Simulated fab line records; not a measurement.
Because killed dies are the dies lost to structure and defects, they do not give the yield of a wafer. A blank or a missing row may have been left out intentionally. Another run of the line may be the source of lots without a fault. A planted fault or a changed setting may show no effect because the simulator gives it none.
fab line records	flow nand_harc
record: lots: 24	wafers: 72	last_day: 24
route steps=1159 shown A_STAIRCASE@648 A_SGD_CUT@763 A_WL_FILL@815
lots that met no fault: taken from a fault-free run of the same line
start_h: hours from the record's opening day to when the first of the lot's shown wafers began	wait_h: hours elapsed since this lot's preceding step	" repeats the value in the row above	L1.1+2: one row covering several wafers at once	- no value, or no start given	* or withheld: withheld	< > ~ a bound
route shown NAME@n: NAME is a module with steps in the file, n the number in the route of the first one	usual: average and standard deviation across the fault-free wafers	same: alike in all rows	chamber/n: place in a boat	sites: the reading at each site	_std_site: how widely they spread, as a standard deviation	_edge_site: mean of outer sites minus mean of inner sites	radius_mm: how far each site lies from the wafer's centre	mask NAME#n: copy n	behind: tool/chamber where the wafer was last shaped	hold: why the lot was held/for how many hours/how that ended	device: which transistor (n, p or np) failed to switch	end of line: the tests these same wafers got at the end of their route	a step given without rows: its recipe and nothing more	killed: not the wafer's yield, but the dies lost to structure and defects at the first sort	map: a wafer's dies, x killed, . not, _ none there
set.NAME: setting as actually run; set.NAME@STEP: the setting as run at that earlier step	model.NAME: the simulator's own value behind a step, which no gauge read
steps of the route over a sample of lots; a table a step, a row a wafer
services: from which hour (start_h, from the record's first day; less than 0 if before it) a tool's chamber was out of use, for how many hours, and why
== steps ==
step: NHARC_A_STAIRCASE_STRIP_254
recipe: power_w: 1500	temp_c: 250	chemistry: O2
usual: drypump_motor_current_A: 5.6/0.4	heater_power_w: 323/42
lot.wafer	tool	chamber	start_h	wait_h	drypump_motor_current_A	heater_power_w	rf_hours_counter_h
L074.4	plasma_asher-02	1	245.09	-	5.6	361	-
L074.5	"	0	"	"	5.9	308	-
L074.6	"	1	"	"	5.6	357	-
L076.3	plasma_asher-02	0	266.33	-	6.0	298	-
L076.5	"	0	"	"	5.9	311	-
L076.6	"	1	"	"	5.5	351	-
L077.2	plasma_asher-01	1	267.77	-	4.9	263	57
L077.1	"	0	"	"	5.9	361	57
L077.4	"	1	"	"	4.9	260	-
L075.1	plasma_asher-01	0	270.90	-	5.9	360	57
L075.5	"	0	"	"	5.9	359	-
L075.6	"	1	"	"	4.9	256	-
L078.4	plasma_asher-01	0	271.94	-	5.9	370	-
L078.6	"	1	"	"	4.9	264	-
L078.5	"	0	"	"	5.9	375	-
L079.2	plasma_asher-02	0	276.88	-	6.0	312	29
L079.1	"	1	"	"	5.6	350	29
L079.6	"	1	"	"	5.6	349	-
L081.2	plasma_asher-02	0	277.52	-	6.0	309	29
L081.1	"	1	"	"	5.6	348	29
L081.4	"	1	"	"	5.6	348	-
L080.3	plasma_asher-02	1	284.01	-	5.6	355	-
L080.5	"	1	"	"	5.6	355	-
L080.6	"	0	"	"	6.0	304	-
L082.4	plasma_asher-02	1	300.60	-	5.6	345	-
L082.5	"	0	"	"	6.0	303	-
L082.6	"	1	"	"	5.6	346	-
L084.2	plasma_asher-02	0	306.10	-	5.9	307	39
L084.1	"	1	"	"	5.6	362	39
L084.4	"	1	"	"	5.6	347	-
L083.4	plasma_asher-02	0	311.20	-	6.0	301	-
L083.5	"	1	"	"	5.5	352	-
L083.6	"	0	"	"	5.9	313	-
L085.2	plasma_asher-01	1	317.26	-	4.9	270	10
L085.4	"	1	"	"	4.9	261	-
L085.6	"	0	"	"	5.9	371	-
L090.1	plasma_asher-02	1	332.56	-	5.6	350	50
L090.4	"	1	"	"	5.5	353	-
L090.5	"	0	"	"	5.9	309	-
L087.1	plasma_asher-01	1	333.72	-	4.9	265	18
L087.5	"	1	"	"	4.9	270	-
L087.6	"	0	"	"	5.9	377	-
L089.4	plasma_asher-02	0	334.16	-	6.0	301	-
L089.6	"	1	"	"	5.6	343	-
L089.5	"	0	"	"	5.9	301	-
L088.1	plasma_asher-01	0	336.74	-	5.9	378	19
L088.3	"	1	"	"	4.9	266	-
L088.6	"	1	"	"	4.9	268	-
L086.1	plasma_asher-02	0	337.38	-	6.0	309	52
L086.3	"	1	"	"	5.6	350	-
L086.6	"	0	"	"	6.0	303	-
L091.1	plasma_asher-01	1	343.57	-	4.9	264	21
L091.3	"	1	"	"	4.9	265	-
L091.4	"	0	"	"	5.9	377	-
L092.1	plasma_asher-01	0	350.84	-	5.9	376	23
L092.2	"	1	"	"	4.9	268	23
L092.5	"	1	"	"	4.9	265	-
L093.1	plasma_asher-01	1	357.97	-	4.9	262	25
L093.4	"	1	"	"	4.9	269	-
L093.3	"	0	"	"	5.9	375	-
L094.2	plasma_asher-01	1	372.09	-	4.9	261	33
L094.1	"	0	"	"	5.9	378	33
L094.4	"	0	"	"	5.9	388	-
L096.1	plasma_asher-02	1	372.63	-	5.6	328	1
L096.2	"	0	"	"	6.0	304	1
L096.6	"	0	"	"	5.9	291	-
L095.4	plasma_asher-01	0	376.01	-	5.9	375	-
L095.3	"	1	"	"	4.9	254	-
L095.6	"	0	"	"	5.9	377	-
L097.1	plasma_asher-02	1	393.92	-	5.6	335	7
L097.2	"	0	"	"	6.0	306	7
L097.4	"	1	"	"	5.6	334	-
step: NHARC_A_STAIRCASE_STRIP_316
recipe: o2_flow_sccm: 500	ar_flow_sccm: 0	bias_w: 0	chemistry: O2
usual: drypump_motor_current_A: 6.0/0.37	oes_product_au: 1.002/0.0092	rf_vpp_V: 57.7/0.97	showerhead_plenum_p_Torr: 3.58/0.17	throttle_valve_pct: 17.035/0.0088
lot.wafer	tool	chamber	start_h	wait_h	drypump_motor_current_A	oes_product_au	rf_hours_counter_h	rf_vpp_V	showerhead_plenum_p_Torr	throttle_valve_pct
L074.4	rie_diel-10	3	-	-	5.9	0.993	-	57.5	3.28	17.047
L074.6	"	0	"	"	6.2	1.004	-	57.0	3.72	17.035
L074.5	"	1	"	"	5.7	1.001	-	58.3	3.79	17.046
L076.3	rie_diel-06	1	-	-	6.0	1.006	9	57.2	3.80	17.026
L076.6	"	1	"	"	6.0	1.015	-	59.1	3.80	17.035
L076.5	"	2	"	"	5.5	1.008	-	57.7	3.60	17.025
L077.4	rie_diel-10	2	-	-	6.4	0.995	27	56.7	3.64	17.027
L077.2	"	3	"	"	6.0	1.010	35	56.5	3.27	17.043
L077.1	"	0	"	"	6.2	1.002	29	57.9	3.71	17.021
L075.1	rie_diel-10	1	-	-	5.7	0.988	39	58.3	3.79	17.033
L075.6	"	0	"	"	6.2	0.995	-	58.0	3.71	17.045
L075.5	"	1	"	"	5.7	0.992	-	58.5	3.79	17.032
L078.6	rie_diel-02	3	-	-	6.3	0.997	-	57.8	3.56	17.024
L078.4	"	0	"	"	6.1	0.998	-	56.0	3.38	17.022
L078.5	"	1	"	"	5.4	1.001	-	56.4	3.42	17.051
L079.1	rie_diel-10	2	-	-	6.4	1.001	31	57.1	3.63	17.020
L079.2	"	0	"	"	6.2	1.003	32	59.5	3.71	17.038
L079.6	"	1	"	"	5.7	0.992	-	57.4	3.78	17.036
L081.4	rie_diel-10	0	-	-	6.2	0.995	33	58.6	3.71	17.022
L081.1	"	1	"	"	5.7	0.996	43	57.5	3.78	17.029
L081.2	"	2	"	"	6.4	0.996	32	57.6	3.63	17.042
L080.3	rie_diel-02	1	-	-	5.4	0.995	53	56.6	3.42	17.034
L080.5	"	1	"	"	5.4	0.983	-	56.6	3.42	17.042
L080.6	"	2	"	"	5.2	1.001	-	57.7	3.48	17.048
L082.4	rie_diel-10	3	-	-	6.0	1.001	47	57.4	3.27	17.031
L082.5	"	3	"	"	6.0	1.007	-	56.7	3.27	17.040
L082.6	"	0	"	"	6.2	1.011	-	58.8	3.70	17.042
L084.2	rie_diel-02	1	-	-	5.4	0.995	63	57.5	3.42	17.028
L084.1	"	3	"	"	6.4	0.997	63	57.4	3.55	17.052
L084.4	"	0	"	"	6.0	0.986	63	57.6	3.37	17.043
L083.4	rie_diel-10	0	-	-	6.2	1.000	44	58.7	3.70	17.041
L083.6	"	1	"	"	5.7	0.998	-	59.5	3.78	17.028
L083.5	"	2	"	"	6.4	0.998	-	58.0	3.63	17.036
L085.4	rie_diel-10	1	-	-	5.7	0.990	59	59.9	3.77	17.034
L085.2	"	3	"	"	5.9	1.013	54	56.7	3.26	17.022
L085.6	"	0	"	"	6.2	1.001	-	59.4	3.70	17.030
L090.4	rie_diel-02	0	-	-	6.1	0.983	2	57.8	3.37	17.038
L090.1	"	1	"	"	5.4	1.003	1	59.3	3.41	17.033
L090.5	"	0	"	"	6.1	0.988	-	57.6	3.37	17.040
L087.1	rie_diel-06	3	-	-	6.0	1.009	37	57.3	3.67	17.024
L087.6	"	3	"	"	6.0	1.016	-	57.0	3.67	17.038
L087.5	"	0	"	"	6.5	0.990	-	58.6	3.47	17.030
L089.4	rie_diel-02	3	-	-	6.4	1.005	2	56.8	3.55	17.049
L089.6	"	2	"	"	5.2	1.002	-	56.4	3.47	17.020
L089.5	"	3	"	"	6.4	1.015	-	58.5	3.55	17.035
L088.1	rie_diel-10	0	-	-	6.2	1.006	56	59.0	3.69	17.044
L088.3	"	1	"	"	5.7	1.012	66	57.0	3.77	17.034
L088.6	"	3	"	"	5.9	0.993	-	56.9	3.26	17.038
L086.1	rie_diel-10	3	-	-	6.0	1.009	63	57.6	3.26	17.042
L086.3	"	1	"	"	5.7	0.998	66	58.7	3.77	17.034
L086.6	"	3	"	"	6.0	1.003	-	57.7	3.26	17.036
L091.4	rie_diel-06	1	-	-	6.0	1.018	39	58.5	3.79	17.037
L091.1	"	2	"	"	5.4	1.013	35	57.5	3.58	17.030
L091.3	"	3	"	"	6.0	1.023	39	57.0	3.67	17.050
L092.1	rie_diel-10	2	-	-	6.4	0.997	1	56.9	3.62	17.034
L092.2	"	3	"	"	6.0	1.006	1	58.0	3.81	17.034
L092.5	"	2	"	"	6.4	0.985	-	57.0	3.62	17.052
L093.3	rie_diel-02	3	-	-	6.4	1.007	14	57.9	3.54	17.029
L093.4	"	0	"	"	6.0	1.002	15	57.8	3.36	17.015
L093.1	"	1	"	"	5.4	1.012	14	56.8	3.41	17.025
L094.1	rie_diel-02	0	-	-	6.1	0.997	17	58.1	3.36	17.026
L094.2	"	1	"	"	5.4	1.000	15	57.5	3.41	17.048
L094.4	"	2	"	"	5.2	1.005	14	57.7	3.46	17.033
L096.1	rie_diel-10	1	-	-	5.7	1.016	7	58.3	3.77	17.053
L096.2	"	3	"	"	6.0	1.003	2	57.5	3.81	17.033
L096.6	"	1	"	"	5.7	1.014	-	58.4	3.76	17.029
L095.4	rie_diel-06	1	-	-	6.0	1.008	53	58.6	3.78	17.033
L095.3	"	2	"	"	5.5	1.022	48	60.4	3.57	17.046
L095.6	"	0	"	"	6.5	0.990	-	56.6	3.46	17.029
L097.1	rie_diel-10	1	-	-	5.7	1.018	13	58.2	3.76	17.039
L097.2	"	2	"	"	6.4	0.986	17	57.5	3.61	17.037
L097.4	"	3	"	"	5.9	1.002	11	56.2	3.80	17.043
step: NHARC_A_SGD_CUT_ETCH_59
recipe: target_depth_a: 2600	over_etch_frac: 0.25	time_s: 406.25	ion_energy_ev: 200	n2_flow_sccm: 150	h2_flow_sccm: 150	ar_flow_sccm: 0	rf_w: 400	bias_w: 150	chemistry: N2/H2
usual: drypump_motor_current_A: 5.6/0.58	oes_product_au: 1.001/0.01	rf_vpp_V: 430/3.1	showerhead_plenum_p_Torr: 2.03/0.1	throttle_valve_pct: 14.171/0.0089
lot.wafer	tool	chamber	start_h	wait_h	drypump_motor_current_A	oes_product_au	rf_hours_counter_h	rf_vpp_V	showerhead_plenum_p_Torr	throttle_valve_pct
L074.4	rie_diel-05	0	-	-	4.9	1.003	9	427	1.91	14.170
L074.6	"	0	"	"	4.9	1.004	-	427	1.91	14.181
L074.5	"	1	"	"	4.7	0.997	-	426	1.90	14.174
L077.2	rie_diel-04	2	-	-	5.4	0.997	3	434	2.09	14.186
L077.1	"	0	"	"	5.9	1.024	4	426	1.95	14.175
L077.4	"	1	"	"	5.6	0.987	4	429	1.93	14.180
L075.1	rie_diel-05	0	-	-	4.9	1.003	10	426	1.91	14.174
L075.6	"	1	"	"	4.7	1.011	-	426	1.90	14.168
L075.5	"	2	"	"	5.2	1.015	-	434	2.20	14.170
L076.3	rie_diel-05	3	-	-	5.2	1.015	11	434	2.12	14.188
L076.5	"	2	"	"	5.2	1.011	-	435	2.20	14.165
L076.6	"	3	"	"	5.2	0.999	-	433	2.12	14.172
L081.4	rie_diel-05	1	-	-	4.7	1.008	12	427	1.90	14.171
L081.1	"	3	"	"	5.2	1.012	12	433	2.12	14.170
L081.2	"	0	"	"	4.9	0.997	11	426	1.91	14.168
L078.4	rie_diel-04	1	-	-	5.6	0.995	5	428	1.93	14.170
L078.5	"	1	"	"	5.5	0.993	-	430	1.93	14.172
L078.6	"	2	"	"	5.4	0.997	-	433	2.09	14.167
L079.1	rie_diel-08	0	-	-	6.1	0.992	3	430	2.04	14.182
L079.2	"	1	"	"	6.3	0.999	3	433	2.05	14.184
L079.6	"	3	"	"	5.8	0.993	-	435	2.16	14.166
L080.3	rie_diel-04	0	-	-	5.9	1.012	7	428	1.95	14.161
L080.6	"	3	"	"	6.6	0.994	-	428	1.94	14.162
L080.5	"	0	"	"	5.9	1.009	-	427	1.95	14.172
L082.4	rie_diel-08	0	-	-	6.1	0.988	5	430	2.04	14.180
L082.5	"	3	"	"	5.8	0.991	-	434	2.16	14.176
L082.6	"	0	"	"	6.1	0.987	-	429	2.04	14.157
L084.4	rie_diel-04	0	-	-	5.9	1.012	8	428	1.95	14.174
L084.1	"	1	"	"	5.6	0.991	8	427	1.93	14.177
L084.2	"	2	"	"	5.4	1.006	7	432	2.09	14.151
L085.2	rie_diel-04	2	-	-	5.4	1.007	8	432	2.09	14.191
L085.4	"	1	"	"	5.6	1.009	9	430	1.93	14.175
L085.6	"	2	"	"	5.4	1.007	-	432	2.09	14.163
L083.4	rie_diel-04	3	-	-	6.6	0.991	9	428	1.94	14.178
L083.5	"	3	"	"	6.6	0.999	-	426	1.94	14.177
L083.6	"	0	"	"	5.9	1.011	-	428	1.95	14.152
L087.1	rie_diel-04	1	-	-	5.6	0.995	11	428	1.93	14.165
L087.5	"	2	"	"	5.4	0.996	-	432	2.09	14.169
L087.6	"	3	"	"	6.6	0.999	-	427	1.94	14.169
L089.4	rie_diel-05	0	-	-	4.9	0.990	2	427	1.91	14.185
L089.6	"	3	"	"	5.2	1.009	-	434	2.11	14.175
L089.5	"	0	"	"	4.9	0.981	-	425	1.91	14.178
L090.1	rie_diel-08	1	-	-	6.3	0.998	8	430	2.04	14.184
L090.4	"	3	"	"	5.8	0.985	8	433	2.16	14.196
L090.5	"	1	"	"	6.2	0.993	-	431	2.04	14.177
L088.1	rie_diel-04	2	-	-	5.4	1.004	11	431	2.09	14.157
L088.3	"	0	"	"	5.9	1.004	12	427	1.95	14.161
L088.6	"	1	"	"	5.6	0.999	-	429	1.93	14.166
L091.1	rie_diel-08	3	-	-	5.8	0.995	9	434	2.16	14.180
L091.3	"	0	"	"	6.1	0.989	9	431	2.04	14.149
L091.4	"	1	"	"	6.2	0.998	8	430	2.04	14.168
L086.3	rie_diel-05	2	-	-	5.2	1.007	4	435	2.20	14.177
L086.1	"	0	"	"	4.9	0.990	3	426	1.91	14.168
L086.6	"	1	"	"	4.7	1.018	-	429	1.90	14.165
L092.1	rie_diel-04	3	-	-	6.7	1.010	14	429	1.93	14.177
L092.2	"	0	"	"	5.9	1.012	13	428	1.95	14.178
L092.5	"	1	"	"	5.6	1.000	-	428	1.93	14.177
L093.1	rie_diel-08	3	-	-	5.8	0.990	12	435	2.16	14.168
L093.3	"	0	"	"	6.2	0.989	12	430	2.04	14.181
L093.4	"	1	"	"	6.3	0.999	11	431	2.04	14.173
L095.4	rie_diel-05	1	-	-	4.7	0.999	7	428	1.90	14.171
L095.3	"	2	"	"	5.2	1.024	7	435	2.20	14.158
L095.6	"	1	"	"	4.7	1.008	-	426	1.90	14.174
L096.1	rie_diel-04	3	-	-	6.7	1.004	14	428	1.93	14.173
L096.2	"	1	"	"	5.6	1.010	15	427	1.93	14.177
L096.6	"	2	"	"	5.4	0.993	-	434	2.09	14.181
L094.2	rie_diel-08	2	-	-	5.0	0.997	12	433	2.13	14.157
L094.4	"	3	"	"	5.8	0.991	13	434	2.15	14.163
L094.1	"	1	"	"	6.3	0.987	12	431	2.04	14.170
L097.4	rie_diel-05	1	-	-	4.7	1.012	8	426	1.90	14.174
L097.2	"	3	"	"	5.2	1.018	7	432	2.11	14.156
L097.1	"	0	"	"	5.0	0.981	6	427	1.91	14.185
step: NHARC_A_WL_FILL_ETCHBACK_05
recipe: target_depth_a: 220	time_s: 60	temp_c: 40	chemistry: Cl2/BCl3
usual: drypump_motor_current_A: 5.7/0.35	oes_product_au: 1.001/0.008
lot.wafer	tool	chamber	start_h	wait_h	drypump_motor_current_A	oes_product_au	rf_hours_counter_h
L074.4	rie_metal-03	1	329.43	0.2	5.5	1.006	-
L074.6	"	0	"	"	5.9	1.010	-
L074.5	"	1	"	"	5.5	1.000	-
L077.2	rie_metal-01	0	355.36	0.2	6.2	1.004	0.4
L077.1	"	1	"	"	5.6	0.994	0.4
L077.4	"	1	"	"	5.7	0.997	-
L076.3	rie_metal-02	1	358.20	0.1	5.6	1.007	-
L076.6	"	1	"	"	5.6	0.999	-
L076.5	"	0	"	"	5.0	0.999	-
L075.1	rie_metal-01	1	359.02	0.2	5.6	1.011	0.6
L075.5	"	0	"	"	6.1	0.999	-
L075.6	"	1	"	"	5.7	1.003	-
L079.2	rie_metal-03	0	361.02	0.2	5.9	0.997	2.1
L079.1	"	1	"	"	5.6	1.005	2.1
L079.6	"	1	"	"	5.5	0.991	-
L081.2	rie_metal-02	1	361.86	0.2	5.6	0.992	4.7
L081.1	"	0	"	"	5.0	1.002	4.7
L081.4	"	1	"	"	5.6	0.987	-
L078.4	rie_metal-02	1	363.88	0.2	5.6	0.999	-
L078.5	"	0	"	"	5.0	1.006	-
L078.6	"	1	"	"	5.6	1.000	-
L080.3	rie_metal-03	1	392.39	0.1	5.5	1.000	-
L080.6	"	0	"	"	5.9	1.000	-
L080.5	"	1	"	"	5.5	1.006	-
L082.4	rie_metal-02	1	408.46	0.2	5.6	0.986	-
L082.5	"	0	"	"	5.0	1.024	-
L082.6	"	1	"	"	5.6	0.991	-
L084.2	rie_metal-03	0	412.29	0.2	5.9	1.003	3.0
L084.1	"	1	"	"	5.5	0.997	3.0
L084.4	"	1	"	"	5.5	0.998	-
L083.4	rie_metal-02	0	413.43	0.1	5.0	1.006	-
L083.5	"	0	"	"	5.0	1.019	-
L083.6	"	1	"	"	5.6	1.008	-
L085.2	rie_metal-01	1	415.12	0.2	5.7	1.002	1.7
L085.4	"	0	"	"	6.1	1.002	-
L085.6	"	1	"	"	5.7	1.009	-
L089.4	rie_metal-02	1	418.94	0.2	5.6	0.997	-
L089.5	"	0	"	"	5.0	1.023	-
L089.6	"	1	"	"	5.6	0.997	-
L087.1	rie_metal-01	0	419.11	0.2	6.1	1.006	1.9
L087.6	"	0	"	"	6.1	1.007	-
L087.5	"	1	"	"	5.6	1.006	-
L090.1	rie_metal-01	1	422.27	0.2	5.7	1.003	2.1
L090.4	"	0	"	"	6.2	0.995	-
L090.5	"	1	"	"	5.7	0.998	-
L086.1	rie_metal-02	0	425.99	0.2	5.0	1.010	1.0
L086.3	"	1	"	"	5.6	1.005	-
L086.6	"	1	"	"	5.6	1.003	-
L091.1	rie_metal-01	1	427.56	0.2	5.7	0.986	2.4
L091.4	"	1	"	"	5.7	0.997	-
L091.3	"	0	"	"	6.1	1.000	-
L088.1	rie_metal-03	0	428.83	0.2	5.9	0.999	3.7
L088.3	"	1	"	"	5.5	1.003	-
L088.6	"	1	"	"	5.5	1.002	-
L092.2	rie_metal-03	1	446.27	0.2	5.5	1.005	4.2
L092.1	"	0	"	"	5.9	0.988	4.2
L092.5	"	0	"	"	5.9	0.995	-
L093.1	rie_metal-01	1	457.20	0.2	5.7	0.988	3.4
L093.3	"	0	"	"	6.1	1.008	-
L093.4	"	1	"	"	5.7	0.999	-
L096.1	rie_metal-01	1	461.62	0.4	5.7	1.001	3.8
L096.2	"	0	"	"	6.1	1.015	3.8
L096.6	"	0	"	"	6.2	1.002	-
L095.4	rie_metal-01	0	461.72	0.2	6.2	1.010	-
L095.3	"	1	"	"	5.6	0.993	-
L095.6	"	1	"	"	5.7	1.000	-
L094.2	rie_metal-03	0	464.52	0.2	5.9	0.991	0.1
L094.1	"	1	"	"	5.5	1.008	0.1
L094.4	"	1	"	"	5.5	0.999	-
L097.2	rie_metal-03	0	484.29	0.2	5.9	0.988	0.7
L097.1	"	1	"	"	5.5	1.010	0.7
L097.4	"	0	"	"	5.9	0.983	-
step: NHARC_A_WL_FILL_STRIP_27
recipe: power_w: 1500	temp_c: 250	time_s: 20	chemistry: N2/H2
usual: drypump_motor_current_A: 5.5/0.46	heater_power_w: 319/52
lot.wafer	tool	chamber	start_h	wait_h	drypump_motor_current_A	heater_power_w	rf_hours_counter_h
L074.4	plasma_asher-01	1	329.58	0.1	4.9	261	-
L074.5	"	1	"	"	4.9	263	-
L074.6	"	0	"	"	5.9	378	-
L077.2	plasma_asher-01	0	355.50	0.1	5.9	376	24
L077.1	"	1	"	"	4.9	256	24
L077.4	"	1	"	"	4.9	264	-
L076.3	plasma_asher-01	0	358.39	0.2	5.9	383	-
L076.6	"	1	"	"	4.9	264	-
L076.5	"	0	"	"	5.9	379	-
L075.1	plasma_asher-01	1	359.17	0.1	4.9	260	26
L075.5	"	0	"	"	5.9	375	-
L075.6	"	1	"	"	4.9	266	-
L079.1	plasma_asher-01	0	361.28	0.2	5.9	375	27
L079.2	"	1	"	"	4.9	268	27
L079.6	"	0	"	"	5.9	373	-
L081.2	plasma_asher-01	1	362.00	0.1	4.9	265	27
L081.1	"	0	"	"	5.9	367	27
L081.4	"	1	"	"	4.9	259	-
L078.4	plasma_asher-01	1	364.03	0.1	4.9	267	-
L078.6	"	1	"	"	4.9	265	-
L078.5	"	0	"	"	5.9	382	-
L080.3	plasma_asher-02	0	392.56	0.2	6.0	295	-
L080.6	"	1	"	"	5.6	322	-
L080.5	"	0	"	"	5.9	299	-
L082.4	plasma_asher-01	0	408.60	0.1	5.9	384	-
L082.6	"	0	"	"	5.9	370	-
L082.5	"	1	"	"	4.9	258	-
L084.1	plasma_asher-02	1	412.43	0.1	5.5	329	12
L084.2	"	0	"	"	5.9	297	12
L084.4	"	1	"	"	5.6	329	-
L083.4	plasma_asher-01	1	413.59	0.1	4.9	274	-
L083.6	"	1	"	"	4.9	262	-
L083.5	"	0	"	"	5.9	380	-
L085.2	plasma_asher-01	0	415.24	0.1	5.9	381	46
L085.4	"	1	"	"	4.9	269	-
L085.6	"	0	"	"	5.9	375	-
L089.4	plasma_asher-01	1	419.11	0.2	5.0	260	-
L089.5	"	1	"	"	4.9	263	-
L089.6	"	0	"	"	5.9	381	-
L087.1	plasma_asher-01	0	419.28	0.1	5.9	386	47
L087.6	"	1	"	"	4.9	261	-
L087.5	"	0	"	"	5.9	383	-
L090.1	plasma_asher-02	1	422.68	0.4	5.6	332	15
L090.4	"	1	"	"	5.6	321	-
L090.5	"	0	"	"	6.0	298	-
L086.1	plasma_asher-01	1	426.13	0.1	4.9	256	50
L086.3	"	0	"	"	5.9	375	-
L086.6	"	1	"	"	4.9	261	-
L091.1	plasma_asher-02	1	427.72	0.1	5.6	331	17
L091.3	"	0	"	"	6.0	303	-
L091.4	"	1	"	"	5.6	329	-
L088.1	plasma_asher-01	1	429.03	0.2	4.9	262	51
L088.3	"	1	"	"	4.9	267	-
L088.6	"	0	"	"	5.9	370	-
L092.1	plasma_asher-01	1	446.41	0.1	4.9	257	57
L092.2	"	0	"	"	5.9	371	57
L092.5	"	1	"	"	5.0	258	-
L093.1	plasma_asher-02	0	458.23	1.0	6.0	304	31
L093.3	"	1	"	"	5.6	320	-
L093.4	"	0	"	"	6.0	300	-
L096.1	plasma_asher-01	0	462.85	1.2	5.9	387	1
L096.2	"	1	"	"	4.9	253	1
L096.6	"	0	"	"	5.9	374	-
L095.3	plasma_asher-01	0	463.02	1.3	5.9	382	-
L095.4	"	1	"	"	4.9	254	-
L095.6	"	1	"	"	4.9	260	-
L094.1	plasma_asher-01	1	464.89	0.3	4.9	259	2
L094.2	"	0	"	"	5.9	377	2
L094.4	"	0	"	"	5.9	367	-
L097.1	plasma_asher-01	1	484.43	0.1	4.9	255	7
L097.2	"	0	"	"	5.9	380	7
L097.4	"	0	"	"	5.9	388	-
step: NHARC_A_WL_FILL_ALD_10
recipe: target_thk_a: 500	pulse_time_s: 10	ald_cycles: 500	temp_c: 300	material: SiO2
usual: heater_power_w: 487/42	precursor_pulse_height_rel: 1.001/0.021
same: ald_cycles: 500
lot.wafer	tool	chamber	start_h	wait_h	heater_power_w	precursor_pulse_height_rel
L074.4	ald_hk-01	0	333.56	0.6	457	1.020
L074.6	"	3	335.10	2.1	420	1.004
L074.5	"	0	"	"	475	0.977
L076.3	ald_hk-01	1	362.75	0.1	543	1.007
L076.5	"	1	364.77	2.1	556	1.015
L076.6	"	2	"	"	502	1.030
L077.2	ald_hk-04	3	362.75	0.1	441	0.989
L077.4	"	0	"	"	492	1.010
L077.1	"	1	"	"	592	1.007
L075.1	ald_hk-03	1	364.31	1.6	461	0.962
L075.6	"	2	"	"	442	0.971
L075.5	"	3	"	"	503	1.007
L079.2	ald_hk-01	1	366.51	0.1	559	1.004
L079.1	"	3	367.56	1.1	430	0.999
L079.6	"	1	368.61	2.2	559	1.028
L078.4	ald_hk-01	2	371.21	4.8	493	1.017
L078.5	"	3	"	"	407	1.003
L078.6	"	0	"	"	462	0.989
L081.4	ald_hk-01	0	372.77	6.3	465	1.016
L081.1	"	2	373.81	7.4	508	0.977
L081.2	"	3	"	"	427	1.030
L080.3	ald_hk-01	2	401.61	1.1	508	0.979
L080.6	"	1	404.71	4.2	562	1.030
L080.5	"	2	405.74	5.2	509	0.985
L082.4	ald_hk-03	3	415.75	1.1	494	1.026
L082.6	"	1	416.79	2.1	478	1.000
L082.5	"	2	"	"	440	0.997
L084.1	ald_hk-01	3	418.34	0.6	445	1.005
L084.4	"	0	"	"	466	1.014
L084.2	"	1	"	"	541	0.990
L085.4	ald_hk-03	1	418.86	1.1	472	1.027
L085.2	"	2	"	"	442	0.989
L085.6	"	3	"	"	480	0.996
L083.4	ald_hk-04	2	418.87	1.1	486	0.995
L083.6	"	0	419.91	2.1	497	1.013
L083.5	"	1	"	"	574	1.004
L089.4	ald_hk-01	2	424.57	0.1	498	1.011
L089.5	"	2	426.62	2.1	497	0.978
L089.6	"	3	"	"	453	1.005
L087.1	ald_hk-04	0	425.62	1.1	510	1.010
L087.6	"	2	426.67	2.2	470	1.001
L087.5	"	3	"	"	442	0.969
L090.4	ald_hk-03	3	428.16	0.0	504	1.020
L090.1	"	1	430.22	2.1	468	0.997
L090.5	"	3	432.28	4.2	483	1.051
L091.1	ald_hk-04	1	431.64	0.1	579	0.999
L091.3	"	2	"	"	483	0.997
L091.4	"	0	433.22	1.6	512	1.000
L086.1	ald_hk-01	2	432.66	1.1	506	0.993
L086.3	"	3	"	"	438	0.980
L086.6	"	0	"	"	457	1.044
L088.1	ald_hk-03	0	434.85	3.3	456	0.961
L088.3	"	2	435.90	4.3	444	1.012
L088.6	"	3	"	"	502	0.992
L092.1	ald_hk-03	1	452.16	0.6	469	1.019
L092.2	"	3	453.19	1.6	509	1.003
L092.5	"	0	"	"	479	1.020
L093.1	ald_hk-04	3	463.62	0.2	441	1.001
L093.4	"	0	"	"	506	1.003
L093.3	"	2	465.16	1.7	483	1.051
L096.2	ald_hk-01	2	469.27	0.3	489	0.963
L096.1	"	1	470.79	1.9	539	0.985
L096.6	"	2	"	"	505	0.963
L094.4	ald_hk-04	0	469.28	0.4	504	1.016
L094.1	"	1	"	"	568	0.998
L094.2	"	2	"	"	482	1.037
L095.4	ald_hk-03	1	471.14	2.2	473	0.964
L095.3	"	2	"	"	443	1.051
L095.6	"	3	"	"	497	0.999
L097.1	ald_hk-03	1	487.28	0.1	489	1.009
L097.4	"	3	488.32	1.1	501	0.972
L097.2	"	0	"	"	484	0.983
== services ==
tool	chamber	start_h	hours	kind
ald_hk-01	-	228.83	10.0	pm
rie_diel-10	0	232.39	22.6	repair
plasma_asher-01	-	264.76	2.6	repair
rie_diel-04	-	268.50	1.5	repair
plasma_asher-01	-	276.00	9.0	pm
rie_diel-04	3	281.11	4.1	repair
rie_diel-04	-	288.93	9.0	pm
rie_diel-10	-	310.41	0.8	repair
rie_diel-10	-	353.53	9.0	pm
rie_diel-04	-	354.03	0.4	repair
plasma_asher-02	-	360.52	9.0	pm
rie_diel-10	3	367.24	13.3	repair
rie_diel-10	1	386.81	5.0	repair
rie_diel-04	-	388.29	0.5	repair
plasma_asher-02	-	397.14	4.5	repair
rie_diel-04	1	423.46	4.2	repair
rie_diel-04	3	428.64	5.6	repair
rie_diel-10	0	438.69	3.4	repair
plasma_asher-01	-	453.00	9.0	pm
plasma_asher-02	-	460.93	4.5	repair
rie_diel-04	2	461.82	12.0	repair
rie_diel-04	-	465.93	9.0	pm
rie_diel-10	2	475.35	13.3	repair
rie_diel-10	0	483.06	3.2	repair
== key ==
fault none
